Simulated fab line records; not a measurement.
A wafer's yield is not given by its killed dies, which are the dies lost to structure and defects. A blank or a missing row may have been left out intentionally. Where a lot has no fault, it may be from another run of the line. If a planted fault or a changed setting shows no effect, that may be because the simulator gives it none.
Problem report, 8D (eight disciplines) form, completed by code ; flow n5-finfet ; the parts of the form that need people (team, actions taken, sign-off) are left out

1. WHAT IS WRONG
Mean of platen-rpm at N5_HKMG_FIN_CMP_23: 52.31 rpm across 6 wafers in 2 lots; on wafers with no fault it is 50.28 rpm (standard deviation 0.034). Relative to the usual mean, that is a shift of +60 standard deviations.
The step: polishes, stops on SiNx, t overpolish 10 s, target thk 46.326 nm.
Earliest sighting: wafer L549.4 on cmp-02 at day 6 02:08. Wafers with a number at this step in the record: 30, from 11 lots. Rule for "out", or "out of limits": more than 4 standard deviations from the usual mean. All remaining wafers that have a number are taken as sound.

2. WHAT IT IS, AND WHAT IT ISN'T
question;is;is not
which readings at this step;platen-rpm;motor-current-A, overpolish-run-s, retaining-ring-pressure-frac, slurry-filter-dp-kPa, time-to-endpoint-s
which lots;L549, L550;L543, L544, L545, L546, L548, L556, L561, L562, L563
which wafers of those lots;all that have a number;-
read on which tools;cmp-02;cmp-01, cmp-04
when;from day 6 02:08;"up to then (14 sound wafers); but 10 sound wafers of L556, L561, L562, L563 came after"

3. SUSPECTS, AND WHAT RULES EACH OUT
Counting: a tool stays on the suspect list if, at a process step up to the reading, it processed all lots that are out and no sound lot following the first of them.
- cmp-02 at N5_HKMG_FIN_CMP_23 (polishes, stops on SiNx, t overpolish 10 s, target thk 46.326 nm): ruled out as a lasting fault. After its first lot that is out, L549 (day 6 02:08), sound lots L561, L562 ran on it.
Left after counting: nothing in the record.

4. THE CAUSE (what the simulator had put in)
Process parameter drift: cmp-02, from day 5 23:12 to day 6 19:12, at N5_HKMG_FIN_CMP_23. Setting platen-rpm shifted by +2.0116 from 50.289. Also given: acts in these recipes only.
Counting ruled it out, wrongly.

5. THE CHAIN OF EFFECTS, in route order
Rows list readings where the struck wafers' mean (over those with a number) sits beyond 3 standard deviations from the usual. Scope: only readings with a usual standard deviation given in the record; hours: median across lots of the time from each lot's start at the first step in this table that gives one to its start at this step; sigmas: change in usual standard deviations.
hours;step;reading;usual;on struck wafers;change;sigmas
0;N5_HKMG_FIN_CMP_23;platen-rpm;50.28 rpm;52.31;+2.03;+60
Its process steps:
- N5_HKMG_FIN_CMP_23: polishes, stops on SiNx, t overpolish 10 s, target thk 46.326 nm.
Later steps that measure or inspect, where all struck wafers having a row at the step show a number for every such reading and not one has moved that far: N5_HKMG_FIN_INSPECT_28, N5_BEOL_M4_RC_MEAS_101.

6. WHAT WOULD HAVE CAUGHT IT SOONER
In this record no reading fell out of limits until day 6 02:08, 3 hours after the fault had begun at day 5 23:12.
